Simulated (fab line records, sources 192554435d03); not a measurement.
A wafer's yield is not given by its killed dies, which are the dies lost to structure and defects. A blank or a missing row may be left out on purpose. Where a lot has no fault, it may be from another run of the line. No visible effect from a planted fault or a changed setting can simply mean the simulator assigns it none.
Split-lot experiment + flow n5-finfet + 39 wafers read across 7 lots, on a route 1938 steps long

ABOUT THE SPLIT
At N5_SD_EPI_P_EPI_21 (deposits SiGe:B, time 355 s), the setting time-s was moved away from the recipe's 355 s on 15 of the 39 wafers read, by +20.9% to +57.2%. For the rest of the wafers, this setting stayed at what the recipe calls for.

BETWEEN THE SPLIT AND THE READING: the file shows 1 step in between
- N5_SD_EPI_P_EPI_MEAS_23

THE READING
SiGe-B_of_SD_EPI_P_EPI_21.thk-nm (the simulator's own value, which no gauge read), in nm, at N5_SD_EPI_P_HM_STRIP_48 (strips SiNx in H3PO4, material SiNx, target depth 3 nm). No usual value for it is given in the file. Average 60.6 nm, standard deviation 0.71 nm, over the 24 wafers here run with the recipe.

| wafer  | tool, chamber at the split | time-s as run, s | against the recipe | SiGe-B_of_SD_EPI_P_EPI_21.thk-nm, nm | against lot-mates on the recipe |
|--------|----------------------------|------------------|--------------------|--------------------------------------|---------------------------------|
| L075.1 | epi-rpcvd-01, 0            | 355              | recipe             | 60.4                                 | -                               |
| L075.3 | epi-rpcvd-01, 0            | 355              | recipe             | 60.4                                 | -                               |
| L075.4 | epi-rpcvd-01, 0            | 355              | recipe             | 60.4                                 | -                               |
| L075.2 | epi-rpcvd-01, 0            | 355              | recipe             | 60.2                                 | -                               |
| L075.5 | epi-rpcvd-01, 0            | 355              | recipe             | 60.2                                 | -                               |
| L075.6 | epi-rpcvd-01, 0            | 355              | recipe             | 60.8                                 | -                               |
| L078.1 | epi-rpcvd-02, 0            | 557.9            | +57.2%             | 81.6                                 | +21.4                           |
| L078.2 | epi-rpcvd-02, 0            | 355              | recipe             | 60.2                                 | -                               |
| L078.3 | epi-rpcvd-02, 0            | 557.9            | +57.2%             | 82                                   | +21.8                           |
| L078.4 | epi-rpcvd-02, 0            | 355              | recipe             | 60.4                                 | -                               |
| L078.5 | epi-rpcvd-02, 0            | 355              | recipe             | 60                                   | -                               |
| L078.6 | epi-rpcvd-02, 0            | 557.9            | +57.2%             | 81.2                                 | +21.0                           |
| L083.1 | epi-rpcvd-03, 0            | 465              | +31.0%             | 72.8                                 | +11.7                           |
| L083.2 | epi-rpcvd-03, 0            | 355              | recipe             | 61.2                                 | -                               |
| L083.5 | epi-rpcvd-03, 0            | 355              | recipe             | 61.2                                 | -                               |
| L083.3 | epi-rpcvd-03, 0            | 465              | +31.0%             | 73.2                                 | +12.1                           |
| L083.6 | epi-rpcvd-03, 0            | 465              | +31.0%             | 73.2                                 | +12.1                           |
| L083.4 | epi-rpcvd-03, 0            | 355              | recipe             | 60.8                                 | -                               |
| L084.1 | epi-rpcvd-01, 0            | 355              | recipe             | 60.8                                 | -                               |
| L084.2 | epi-rpcvd-01, 0            | 355              | recipe             | 59.8                                 | -                               |
| L084.3 | epi-rpcvd-01, 0            | 495.8            | +39.7%             | 76.4                                 | +15.9                           |
| L084.4 | epi-rpcvd-01, 0            | 355              | recipe             | 61                                   | -                               |
| L084.5 | epi-rpcvd-01, 0            | 495.8            | +39.7%             | 75.6                                 | +15.1                           |
| L084.6 | epi-rpcvd-01, 0            | 495.8            | +39.7%             | 76.2                                 | +15.7                           |
| L092.1 | epi-rpcvd-02, 0            | 477.6            | +34.5%             | 73.2                                 | +13.6                           |
| L092.2 | epi-rpcvd-02, 0            | 355              | recipe             | 59.6                                 | -                               |
| L092.3 | epi-rpcvd-02, 0            | 355              | recipe             | 59.8                                 | -                               |
| L092.4 | epi-rpcvd-02, 0            | 355              | recipe             | 59.4                                 | -                               |
| L092.5 | epi-rpcvd-02, 0            | 477.6            | +34.5%             | 72.8                                 | +13.2                           |
| L092.6 | epi-rpcvd-02, 0            | 477.6            | +34.5%             | 73                                   | +13.4                           |
| L094.4 | epi-rpcvd-01, 0            | 355              | recipe             | 60.8                                 | -                               |
| L094.5 | epi-rpcvd-01, 0            | 355              | recipe             | 61.4                                 | -                               |
| L094.6 | epi-rpcvd-01, 0            | 355              | recipe             | 60.4                                 | -                               |
| L097.1 | epi-rpcvd-01, 0            | 429.1            | +20.9%             | 70.2                                 | +8.3                            |
| L097.5 | epi-rpcvd-01, 0            | 429.1            | +20.9%             | 70.2                                 | +8.3                            |
| L097.2 | epi-rpcvd-01, 0            | 355              | recipe             | 61.6                                 | -                               |
| L097.3 | epi-rpcvd-01, 0            | 429.1            | +20.9%             | 70.6                                 | +8.7                            |
| L097.4 | epi-rpcvd-01, 0            | 355              | recipe             | 62                                   | -                               |
| L097.6 | epi-rpcvd-01, 0            | 355              | recipe             | 62.2                                 | -                               |

THE FIT
A straight line over all 39 wafers: SiGe-B_of_SD_EPI_P_EPI_21.thk-nm changes by +0.377 nm for each +1% of time-s; r = +0.99; the points scatter about the line by 0.85 nm.
The same after taking each lot's own level away (the mean of its wafers on the recipe; 39 wafers): +0.382 nm for each +1%; r = +1.00; scatter 0.35 nm.
That fit puts the effect of the largest move of time-s on the reading at 22 nm.
From 59.60 to 61.93 nm: that is the span of the lots' own levels, equal to 3.3 times the standard deviation above.
Hence the lot-to-lot level has little effect on the slope; both slopes agree.
Check: with one of the wafers moved furthest among these (+57.2%) left out of the fit, the line predicts +22 nm for it against its lot-mates. Against them it came out at +21.4 nm.

ADDITIONAL SPLITS CARRIED BY THESE WAFERS
Before the reading, these wafers also passed through other splits. Each is held against what the fit with the lots' levels taken away leaves over:
| other split on the same wafers               | wafers away from the commonest value | r with SiGe-B_of_SD_EPI_P_EPI_21.thk-nm (lot level and that fit taken away) |
|----------------------------------------------|--------------------------------------|-----------------------------------------------------------------------------|
| N5_FIN_SAQP_DEVELOP_15 develop-time-s        | 15                                   | -0.22                                                                       |
| N5_STI_FIN_REVEAL_ETCHBACK_08 target-depth-a | 18                                   | +0.41                                                                       |

THE WHOLE CHAIN: every reading that the file lists as answering this split, in the file's order
| step                    | what it does                                           | reading                                                                           | change (the file's fit)               | r (the file's) |
|-------------------------|--------------------------------------------------------|-----------------------------------------------------------------------------------|---------------------------------------|----------------|
| N5_SD_EPI_P_EPI_21      | deposits SiGe:B, time 355 s                            | SiGe-B_of_SD_EPI_P_EPI_21.thk-nm (the simulator's own value, which no gauge read) | +0.385 nm for each +1% of the setting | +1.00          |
| N5_SD_EPI_P_EPI_MEAS_23 |                                                        | thk-nm                                                                            | withheld for each +1% of the setting  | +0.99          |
| N5_SD_EPI_P_HM_STRIP_48 | strips SiNx in H3PO4, material SiNx, target depth 3 nm | SiGe-B_of_SD_EPI_P_EPI_21.thk-nm (the simulator's own value, which no gauge read) | +0.384 nm for each +1% of the setting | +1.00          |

FILE'S OWN FIT
SiGe-B_of_SD_EPI_P_EPI_21.thk-nm changes by +0.384 nm for each +1% of time-s, r = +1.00.
